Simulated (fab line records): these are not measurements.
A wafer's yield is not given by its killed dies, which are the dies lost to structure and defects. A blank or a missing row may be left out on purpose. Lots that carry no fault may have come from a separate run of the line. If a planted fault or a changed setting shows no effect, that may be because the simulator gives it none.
fab line records | flow n5-finfet
record: lots: 11 | wafers: 33 | last-day: 20
route steps=1938 shown TV_LITHO@1886 PAD_METAL@1895 PASSIVATION@1907
lots that met no fault: taken from a fault-free run of the same line
start-h: hours from the record's opening day to when the first of the lot's shown wafers began | wait-h: hours since the lot's step before | " same as the row above | L1.1+2: several wafers, shown together as one row | - no value, or no start was given | * or withheld: withheld | < > ~ a bound
route shown NAME@n: NAME is a module with steps in the file, n the number in the route of the first one | usual: mean/standard deviation taken from wafers without a fault | same: alike in all rows | chamber/n: place in a boat | sites: the reading at each site | _std_site: how widely they spread, as a standard deviation | _edge_site: the outer-site mean with the inner-site mean subtracted | radius-mm: how far each site lies from the wafer's centre | mask NAME#n: copy n | behind: the last tool/chamber to shape the wafer | hold: reason for holding the lot/hours on hold/outcome of the hold | device: the transistor (n, p or np) that didn't switch | end of line: the route-end tests of the same wafers | a step without rows: its recipe alone | killed: at the first sort, the dies lost to defects and structure; wafer yield is something else | map: the dies of a wafer, with x for killed, . for not killed, _ for no die there
set.NAME: the setting as run; set.NAME@STEP: as run at that earlier step | model.NAME: the simulator's own value behind a step, which no gauge read
route steps across a sampled set of lots; one table per step, one row per wafer
services: the hour from which a tool's chamber was out of use, counted from the record's first day as start-h (under 0 if before that day), plus the number of hours and why
== steps ==
step: N5_PASSIVATION_DESCUM_12
recipe: chemistry: O2 | time-s: 7.9 | source-power-w: 50 | bias-power-w: 20 | pressure-mtorr: 20 | rf-frequency-hz: 2.712e+07 | temp-c: 40 | o2-flow-sccm: 225
usual: drypump-motor-current-A: 5.8/0.43 | oes-product-au: 0.80/0.086 | rf-fwd-power-W: 49.73/0.17 | rf-vpp-V: 242.8/1.4 | showerhead-plenum-p-Torr: 2.08/0.062 | throttle-valve-pct: 20.47/0.23
lot.wafer | tool        | chamber | start-h | wait-h | drypump-motor-current-A | oes-product-au | rf-fwd-power-W | rf-hours-counter-h | rf-vpp-V | showerhead-plenum-p-Torr | throttle-valve-pct
L169.2    | rie-diel-05 | 0       | 307.69  | 0.0    | 5.8                     | 0.67           | 49.66          | 244                | 242.7    | 2.07                     | 20.36
L169.5    | "           | 1       | "       | "      | 5.3                     | 0.87           | 49.77          | -                  | 244.2    | 2.13                     | 20.23
L169.6    | "           | 0       | "       | "      | 5.8                     | 0.67           | 49.78          | -                  | 243.2    | 2.07                     | 20.37
L174.3    | rie-diel-05 | 3       | 342.61  | 0.0    | 6.4                     | 0.73           | 49.77          | 196                | 242.9    | 2.07                     | 20.76
L174.5    | "           | 2       | "       | "      | 6.2                     | 0.88           | 49.70          | -                  | 241.9    | 2.03                     | 20.43
L174.6    | "           | 3       | "       | "      | 6.4                     | 0.74           | 49.83          | -                  | 242.8    | 2.07                     | 20.77
L176.1    | rie-diel-05 | 2       | 347.12  | 0.3    | 6.2                     | 0.86           | 50.02          | 58                 | 242.6    | 2.03                     | 20.44
L176.3    | "           | 3       | "       | "      | 6.4                     | 0.73           | 49.68          | 199                | 242.5    | 2.07                     | 20.77
L176.6    | "           | 3       | "       | "      | 6.4                     | 0.71           | 49.52          | -                  | 243.0    | 2.07                     | 20.75
L179.1    | rie-diel-02 | 0       | 361.82  | 0.0    | 4.8                     | 0.89           | 49.90          | 48                 | 244.3    | 2.13                     | 20.46
L179.2    | "           | 2       | "       | "      | 6.1                     | 0.80           | 49.82          | 116                | 243.3    | 2.02                     | 20.53
L179.4    | "           | 2       | "       | "      | 6.0                     | 0.81           | 49.64          | -                  | 242.3    | 2.02                     | 20.54
L181.1    | rie-diel-05 | 2       | 383.39  | 0.2    | 6.2                     | 0.85           | 50.05          | 70                 | 241.2    | 2.03                     | 20.45
L181.4    | "           | 0       | "       | "      | 5.8                     | 0.94           | 49.74          | -                  | 242.9    | 2.06                     | 20.04
L181.6    | "           | 1       | "       | "      | 5.4                     | 0.82           | 49.72          | -                  | 242.1    | 2.11                     | 20.28
L188.1    | rie-diel-03 | 2       | 427.33  | 0.3    | 5.7                     | 0.93           | 50.01          | 11                 | 245.8    | 2.24                     | 20.23
L188.3    | "           | 0       | "       | "      | 5.9                     | 0.75           | 49.96          | 160                | 243.5    | 2.16                     | 20.50
L188.5    | "           | 1       | "       | "      | 5.7                     | 0.69           | 49.72          | -                  | 242.9    | 2.06                     | 20.80
L185.1    | rie-diel-05 | 1       | 429.79  | 0.0    | 5.4                     | 0.81           | 49.52          | 115                | 243.6    | 2.11                     | 20.31
L185.4    | "           | 0       | "       | "      | 5.8                     | 0.91           | 49.64          | 27                 | 243.5    | 2.06                     | 20.06
L185.5    | "           | 0       | "       | "      | 5.8                     | 0.90           | 49.66          | -                  | 242.9    | 2.06                     | 20.08
L190.1    | rie-diel-02 | 1       | 455.17  | 0.2    | 5.6                     | 0.70           | 49.73          | 236                | 239.7    | 1.98                     | 20.81
L190.2    | "           | 0       | "       | "      | 4.8                     | 0.84           | 50.03          | 80                 | 242.7    | 2.12                     | 20.53
L190.4    | "           | 3       | "       | "      | 5.9                     | 0.96           | 49.82          | 5                  | 245.4    | 2.24                     | 20.14
L191.1    | rie-diel-03 | 0       | 455.60  | 0.5    | 5.9                     | 0.74           | 49.69          | 168                | 244.7    | 2.16                     | 20.50
L191.2    | "           | 2       | "       | "      | 5.7                     | 0.91           | 49.59          | 19                 | 246.0    | 2.23                     | 20.23
L191.3    | "           | 3       | "       | "      | 5.6                     | 0.66           | 49.76          | 248                | 244.1    | 2.15                     | 20.70
L192.4    | rie-diel-05 | 1       | 462.30  | 0.0    | 5.3                     | 0.80           | 49.69          | 126                | 242.6    | 2.11                     | 20.31
L192.5    | "           | 3       | "       | "      | 6.4                     | 0.69           | 49.86          | -                  | 242.8    | 2.06                     | 20.82
L192.6    | "           | 2       | "       | "      | 6.2                     | 0.82           | 49.85          | -                  | 242.6    | 2.02                     | 20.49
L189.1    | rie-diel-03 | 2       | 472.37  | 0.1    | 5.7                     | 0.89           | 49.81          | 26                 | 245.4    | 2.23                     | 20.25
L189.4    | "           | 2       | "       | "      | 5.7                     | 0.89           | 49.55          | -                  | 245.5    | 2.23                     | 20.27
L189.5    | "           | 0       | "       | "      | 5.9                     | 0.72           | 49.73          | -                  | 246.4    | 2.16                     | 20.51
step: N5_PASSIVATION_SPUTTER_20
recipe: material: TaN | target-thk-a: 500 | temp-c: 25 | chamber-pressure-pa: 0.4
usual: throttle-valve-pct: 29.6/1.1
lot.wafer | tool           | chamber | start-h | wait-h | throttle-valve-pct
L169.2    | pvd-sputter-02 | -       | 308.95  | 0.0    | 30.4
L169.5    | "              | -       | "       | "      | 31.2
L169.6    | "              | -       | "       | "      | 28.6
L174.3    | pvd-sputter-03 | -       | 343.27  | 0.0    | 27.9
L174.5    | "              | -       | "       | "      | 29.1
L174.6    | "              | -       | "       | "      | 28.0
L176.1    | pvd-sputter-03 | -       | 347.90  | 0.0    | 27.7
L176.3    | "              | -       | "       | "      | 29.1
L176.6    | "              | -       | "       | "      | 29.2
L179.1    | pvd-sputter-01 | -       | 363.58  | 0.0    | 28.6
L179.2    | "              | -       | "       | "      | 29.9
L179.4    | "              | -       | "       | "      | 31.0
L181.1    | pvd-sputter-03 | -       | 386.03  | 0.0    | 28.8
L181.4    | "              | -       | "       | "      | 30.5
L181.6    | "              | -       | "       | "      | 29.0
L188.1    | pvd-sputter-02 | -       | 429.37  | 0.0    | 28.6
L188.3    | "              | -       | "       | "      | 30.0
L188.5    | "              | -       | "       | "      | 31.3
L185.1    | pvd-sputter-03 | -       | 432.37  | 0.0    | 29.2
L185.4    | "              | -       | "       | "      | 29.1
L185.5    | "              | -       | "       | "      | 30.7
L190.1    | pvd-sputter-02 | -       | 455.89  | 0.0    | 29.7
L190.2    | "              | -       | "       | "      | 30.2
L190.4    | "              | -       | "       | "      | 28.6
L191.1    | pvd-sputter-01 | -       | 457.24  | 0.0    | 28.3
L191.2    | "              | -       | "       | "      | 31.3
L191.3    | "              | -       | "       | "      | 28.8
L192.4    | pvd-sputter-01 | -       | 463.62  | 0.0    | 28.5
L192.5    | "              | -       | "       | "      | 28.5
L192.6    | "              | -       | "       | "      | 28.8
L189.1    | pvd-sputter-03 | -       | 473.19  | 0.0    | 29.0
L189.4    | "              | -       | "       | "      | 29.1
L189.5    | "              | -       | "       | "      | 30.7
step: N5_PASSIVATION_INSPECT_64
recipe: mode: adi | inspect-instrument: macro
usual: raw-defect-count: 2.1/1.4
lot.wafer | tool              | chamber | start-h | wait-h | raw-defect-count
L169.2    | defect-inspect-02 | -       | 309.73  | 0.0    | 4
L169.5    | "                 | -       | "       | "      | 0
L169.6    | "                 | -       | "       | "      | 0
L174.3    | defect-inspect-02 | -       | 344.03  | 0.0    | 3
L174.5    | "                 | -       | "       | "      | 4
L174.6    | "                 | -       | "       | "      | 2
L176.1    | defect-inspect-01 | -       | 348.53  | 0.0    | 1
L176.3    | "                 | -       | "       | "      | 3
L176.6    | "                 | -       | "       | "      | 1
L179.1    | defect-inspect-01 | -       | 364.33  | 0.0    | 3
L179.2    | "                 | -       | "       | "      | 1
L179.4    | "                 | -       | "       | "      | 3
L181.1    | defect-inspect-01 | -       | 386.79  | 0.0    | 3
L181.4    | "                 | -       | "       | "      | 1
L181.6    | "                 | -       | "       | "      | 1
L188.1    | defect-inspect-02 | -       | 430.12  | 0.0    | 2
L188.3    | "                 | -       | "       | "      | 4
L188.5    | "                 | -       | "       | "      | 1
L185.1    | defect-inspect-01 | -       | 433.00  | 0.0    | 5
L185.4    | "                 | -       | "       | "      | 3
L185.5    | "                 | -       | "       | "      | 2
L190.1    | defect-inspect-01 | -       | 456.52  | 0.0    | 2
L190.2    | "                 | -       | "       | "      | 0
L190.4    | "                 | -       | "       | "      | 2
L191.1    | defect-inspect-01 | -       | 457.86  | 0.0    | 3
L191.2    | "                 | -       | "       | "      | 2
L191.3    | "                 | -       | "       | "      | 0
L192.4    | defect-inspect-01 | -       | 464.37  | 0.0    | 4
L192.5    | "                 | -       | "       | "      | 2
L192.6    | "                 | -       | "       | "      | 2
L189.1    | defect-inspect-01 | -       | 473.81  | 0.0    | 1
L189.4    | "                 | -       | "       | "      | 1
L189.5    | "                 | -       | "       | "      | 4
step: N5_PASSIVATION_DESCUM_46
recipe: chemistry: O2 | time-s: 7.9 | source-power-w: 50 | bias-power-w: 20 | pressure-mtorr: 20 | rf-frequency-hz: 2.712e+07 | temp-c: 40 | o2-flow-sccm: 225
usual: drypump-motor-current-A: 5.8/0.43 | oes-product-au: 0.77/0.077 | rf-fwd-power-W: 49.35/0.21 | rf-vpp-V: 243.6/1.2 | showerhead-plenum-p-Torr: 2.12/0.053 | throttle-valve-pct: 20.47/0.2
lot.wafer | tool        | chamber | start-h | wait-h | drypump-motor-current-A | oes-product-au | rf-fwd-power-W | rf-hours-counter-h | rf-vpp-V | showerhead-plenum-p-Torr | throttle-valve-pct
L169.2    | rie-diel-04 | 1       | 313.10  | 0.7    | 5.3                     | 0.77           | 49.18          | 138                | 243.8    | 2.09                     | 20.16
L169.5    | "           | 0       | "       | "      | 6.4                     | 0.86           | 49.22          | -                  | 245.9    | 2.21                     | 20.34
L169.6    | "           | 1       | "       | "      | 5.3                     | 0.77           | 49.25          | -                  | 244.5    | 2.09                     | 20.17
L174.3    | rie-diel-01 | 2       | 346.09  | 0.2    | 6.2                     | 0.79           | 49.05          | 121                | 242.2    | 2.01                     | 20.62
L174.5    | "           | 0       | "       | "      | 5.7                     | 0.80           | 49.45          | -                  | 244.5    | 2.19                     | 20.55
L174.6    | "           | 3       | "       | "      | 5.6                     | 0.72           | 49.36          | -                  | 244.0    | 2.08                     | 20.61
L176.1    | rie-diel-01 | 2       | 350.34  | 0.0    | 6.2                     | 0.78           | 49.19          | 123                | 243.4    | 2.01                     | 20.63
L176.3    | "           | 0       | "       | "      | 5.7                     | 0.80           | 49.44          | 117                | 245.5    | 2.19                     | 20.57
L176.6    | "           | 2       | "       | "      | 6.2                     | 0.78           | 49.21          | -                  | 242.4    | 2.01                     | 20.62
L179.1    | rie-diel-06 | 3       | 366.40  | 0.0    | 5.9                     | 0.71           | 49.30          | 204                | 241.7    | 2.08                     | 20.56
L179.2    | "           | 2       | "       | "      | 5.1                     | 0.69           | 49.66          | 236                | 244.5    | 2.16                     | 20.42
L179.4    | "           | 0       | "       | "      | 6.0                     | 0.69           | 49.64          | 246                | 241.5    | 2.06                     | 20.74
L181.1    | rie-diel-04 | 2       | 389.44  | 0.2    | 5.4                     | 0.92           | 48.89          | 17                 | 244.7    | 2.14                     | 20.65
L181.4    | "           | 3       | "       | "      | 6.5                     | 0.71           | 49.73          | 246                | 244.2    | 2.15                     | 20.34
L181.6    | "           | 0       | "       | "      | 6.4                     | 0.82           | 49.06          | -                  | 244.3    | 2.20                     | 20.38
L188.1    | rie-diel-01 | 3       | 432.51  | 0.2    | 5.5                     | 0.70           | 49.61          | 222                | 242.2    | 2.07                     | 20.65
L188.3    | "           | 0       | "       | "      | 5.7                     | 0.77           | 49.24          | 150                | 245.1    | 2.18                     | 20.60
L188.5    | "           | 0       | "       | "      | 5.7                     | 0.77           | 49.28          | -                  | 245.1    | 2.18                     | 20.61
L185.1    | rie-diel-01 | 1       | 434.97  | 0.0    | 5.8                     | 0.74           | 49.41          | 172                | 243.5    | 2.09                     | 20.53
L185.4    | "           | 3       | "       | "      | 5.6                     | 0.70           | 49.77          | 224                | 243.6    | 2.07                     | 20.67
L185.5    | "           | 0       | "       | "      | 5.8                     | 0.76           | 49.20          | -                  | 244.0    | 2.18                     | 20.61
L190.1    | rie-diel-04 | 2       | 458.45  | 0.2    | 5.5                     | 0.86           | 49.25          | 41                 | 245.6    | 2.13                     | 20.70
L190.2    | "           | 1       | "       | "      | 5.3                     | 0.72           | 49.08          | 193                | 242.3    | 2.07                     | 20.24
L190.4    | "           | 0       | "       | "      | 6.4                     | 0.80           | 48.98          | 101                | 244.6    | 2.19                     | 20.40
L191.1    | rie-diel-06 | 2       | 460.46  | 0.4    | 5.0                     | 0.95           | 49.62          | 10                 | 243.7    | 2.15                     | 20.08
L191.2    | "           | 1       | "       | "      | 5.8                     | 0.75           | 49.07          | 163                | 243.7    | 2.09                     | 20.59
L191.3    | "           | 0       | "       | "      | 6.0                     | 0.89           | 49.52          | 20                 | 241.1    | 2.05                     | 20.40
L192.4    | rie-diel-06 | 0       | 466.14  | 0.0    | 6.0                     | 0.89           | 49.35          | 22                 | 242.2    | 2.05                     | 20.40
L192.5    | "           | 0       | "       | "      | 5.9                     | 0.88           | 49.39          | -                  | 242.1    | 2.05                     | 20.42
L192.6    | "           | 3       | "       | "      | 5.9                     | 0.68           | 49.58          | -                  | 245.1    | 2.07                     | 20.61
L189.1    | rie-diel-04 | 3       | 475.59  | 0.0    | 6.5                     | 0.90           | 49.87          | 21                 | 243.8    | 2.15                     | 20.00
L189.4    | "           | 0       | "       | "      | 6.4                     | 0.80           | 49.03          | 106                | 245.9    | 2.19                     | 20.42
L189.5    | "           | 3       | "       | "      | 6.5                     | 0.91           | 49.69          | -                  | 242.2    | 2.15                     | 20.00
step: N5_PASSIVATION_PROBE_49
usual: defect-limited-yield: 91.2/1.3 | killed_at_M0_to_M3: 34/9.2 | killed_at_M4_up: 14/5 | killed-at-contacts: 13/6.7 | killed-at-front-end: 39/12 | killed-at-other: 4/3.3 | killed-dies: 104/15 | killed-on-rim: 14/3.7 | killed-open: 68/12 | killed-short: 34/7.5 | sort_bin_5_function: 5.2/0.87 | sort_bin_6_memory: 3.3/0.63 | sort-n-pass: 1076/15 | sort-yield-pct: 91.2/1.3
same: gross-dies: 1180 | killed-at-back-side: 0 | sort_bin_4_leakage[%]: 0 | sort_bin_8_speed[%]: 0
lot.wafer | tool      | chamber | start-h | wait-h | defect-limited-yield[%] | killed_at_M0_to_M3 | killed_at_M4_up | killed-at-contacts | killed-at-front-end | killed-at-other | killed-dies | killed-on-rim | killed-open | killed-short | sort_bin_5_function[%] | sort_bin_6_memory[%] | sort-n-pass | sort-yield-pct[%]
L181.4    | prober-02 | -       | 392.65  | 0.2    | 89.7                    | 27                 | 15              | 8                  | 66                  | 5               | 121         | 20            | 85          | 36           | 6.8                    | 3.2                  | 1059        | 89.7
L185.1    | prober-02 | -       | 439.54  | 0.0    | 87.7                    | 60                 | 24              | 9                  | 36                  | 16              | 145         | 29            | 85          | 47           | 5.6                    | 5.3                  | 1035        | 87.7
L185.4    | prober-02 | -       | 439.69  | 0.2    | 90.0                    | 36                 | 10              | 10                 | 57                  | 5               | 118         | 19            | 74          | 41           | 5.2                    | 4.2                  | 1062        | 90.0
L185.5    | prober-02 | -       | 439.74  | 0.2    | 90.0                    | 48                 | 10              | 5                  | 46                  | 9               | 118         | 15            | 80          | 36           | 5.5                    | 4.2                  | 1062        | 90.0
L189.1    | prober-02 | -       | 478.68  | 0.0    | 92.2                    | 31                 | 12              | 12                 | 35                  | 2               | 92          | 11            | 65          | 26           | 4.8                    | 2.7                  | 1088        | 92.2
L189.4    | prober-02 | -       | 478.83  | 0.2    | 89.0                    | 38                 | 20              | 16                 | 37                  | 19              | 130         | 30            | 76          | 38           | 6.2                    | 3.1                  | 1050        | 89.0
L189.5    | prober-02 | -       | 478.88  | 0.2    | 91.7                    | 32                 | 8               | 12                 | 45                  | 1               | 98          | 12            | 63          | 32           | 5.1                    | 2.7                  | 1082        | 91.7
killed by level:class
L181.4 STI_FIN_REVEAL:geometric-particle:open=29 MOL_CONTACT_COAG:geometric-particle:open=7 BEOL_M0_SAQP:geometric-particle:short=7 FIN_SAQP:geometric-particle:short=6 FIN_SAQP:geometric-particle:open=6 GATE_CUT:geometric-particle:short=6 BEOL_M0_SAQP:geometric-particle:open=6 BEOL_M5:geometric-particle:open=6
L185.1 BEOL_M0_SAQP:geometric-particle:open=19 BEOL_M0_SAQP:geometric-particle:short=19 BEOL_M4:geometric-particle:open=10 FIN_SAQP:geometric-particle:open=9 PAD_METAL:area-sputter=9 BEOL_M3:geometric-particle:open=8 MOL_CONTACT_COAG:geometric-particle:open=7 BEOL_M2:geometric-particle:open=7
L185.4 FIN_SAQP:geometric-particle:open=10 BEOL_M3:geometric-particle:open=9 GATE_CUT:geometric-particle:short=7 FIN_SAQP:geometric-particle:short=6 DUMMY_GATE:geometric-particle:open=6 ILD0:geometric-particle:short=6 MOL_CONTACT_COAG:geometric-particle:open=6 GATE_CUT:geometric-particle:open=5
L185.5 FIN_SAQP:geometric-particle:open=16 BEOL_M3:geometric-particle:open=11 BEOL_M0_SAQP:geometric-particle:open=10 BEOL_M2:geometric-particle:open=9 FIN_SAQP:geometric-particle:short=8 STI_FIN_REVEAL:geometric-particle:open=6 GATE_CUT:geometric-particle:short=5 BEOL_M4:geometric-particle:open=5
L189.1 BEOL_M1:geometric-particle:open=13 MOL_CONTACT_COAG:geometric-particle:open=8 DUMMY_GATE:geometric-particle:open=7 STI_FIN_REVEAL:geometric-particle:open=6 BEOL_M0_SAQP:geometric-particle:open=5 BEOL_M2:geometric-particle:open=5 GATE_CUT:geometric-particle:short=4 MOL_CONTACT_COAG:geometric-particle:short=4
L189.4 MOL_CONTACT_COAG:geometric-particle:open=15 PAD_METAL:area-sputter=12 BEOL_M0_SAQP:geometric-particle:open=11 STI_FIN_REVEAL:geometric-particle:open=9 BEOL_M0_SAQP:geometric-particle:short=9 BEOL_M5:geometric-particle:open=8 FIN_SAQP:geometric-particle:short=6 BEOL_M1:geometric-particle:open=6
L189.5 STI_FIN_REVEAL:geometric-particle:open=14 MOL_CONTACT_COAG:geometric-particle:open=11 BEOL_M0_SAQP:geometric-particle:short=9 FIN_SAQP:geometric-particle:open=6 BEOL_M0_SAQP:geometric-particle:open=6 BEOL_M2:geometric-particle:open=6 FIN_SAQP:geometric-particle:short=5 BEOL_M3:geometric-particle:open=4
== services ==
tool           | chamber | start-h | hours | kind
rie-diel-06    | 1       | 301.28  | 8.3   | repair
rie-diel-06    | -       | 310.71  | 2.8   | pm
rie-diel-01    | 0       | 311.39  | 14.6  | repair
rie-diel-03    | 1       | 312.30  | 15.5  | repair
rie-diel-05    | 3       | 315.21  | 3.1   | repair
rie-diel-01    | 1       | 323.83  | 2.3   | repair
rie-diel-03    | -       | 327.21  | 28.1  | pm
rie-diel-04    | 0       | 328.48  | 9.2   | repair
rie-diel-05    | -       | 329.22  | 0.3   | repair
rie-diel-01    | 1       | 337.50  | 9.0   | repair
rie-diel-03    | -       | 374.24  | 1.1   | repair
rie-diel-01    | 3       | 376.33  | 6.9   | repair
rie-diel-06    | 0       | 377.94  | 8.3   | repair
rie-diel-05    | 3       | 381.29  | 7.0   | repair
rie-diel-01    | 2       | 397.61  | 35.8  | repair
rie-diel-06    | 2       | 401.88  | 2.7   | repair
rie-diel-03    | -       | 408.89  | 2.8   | pm
rie-diel-06    | 1       | 416.73  | 1.6   | repair
rie-diel-01    | 3       | 424.27  | 7.3   | repair
rie-diel-06    | 3       | 429.08  | 5.5   | repair
rie-diel-04    | 0       | 429.94  | 6.2   | repair
rie-diel-05    | 2       | 431.49  | 8.2   | repair
rie-diel-05    | 0       | 434.83  | 5.0   | repair
pvd-sputter-02 | -       | 444.70  | 7.5   | repair
== key ==
first-sign: step: N5_PASSIVATION_PROBE_49 | reading: killed-at-other | direction: up | sigmas: 4.2 | usual: 4 | struck: 18
effect: step: N5_PASSIVATION_PROBE_49 | reading: killed-on-rim | direction: up | sigmas: 4.2 | usual: 14 | struck: 30
met-at N5_PASSIVATION_SPUTTER_20
struck-lots L185,L189
struck-wafers L185.1,L189.4
not-acting-at N5_PASSIVATION_DESCUM_12,N5_PASSIVATION_INSPECT_64,N5_PASSIVATION_DESCUM_46
onset-between 386.03 432.37
fault: kind: site-profile-drift | tool: pvd-sputter-03 | chamber: - | onset-h: 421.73 | steps: N5_PASSIVATION_SPUTTER_20 | basis: fraction | max-abs-drift: 0.53687 | slope-share-per-hr: 119.3 | site-pattern: 0,0,0,0,0,-1,-1,-1,-1 | scope: struck-wafers-only
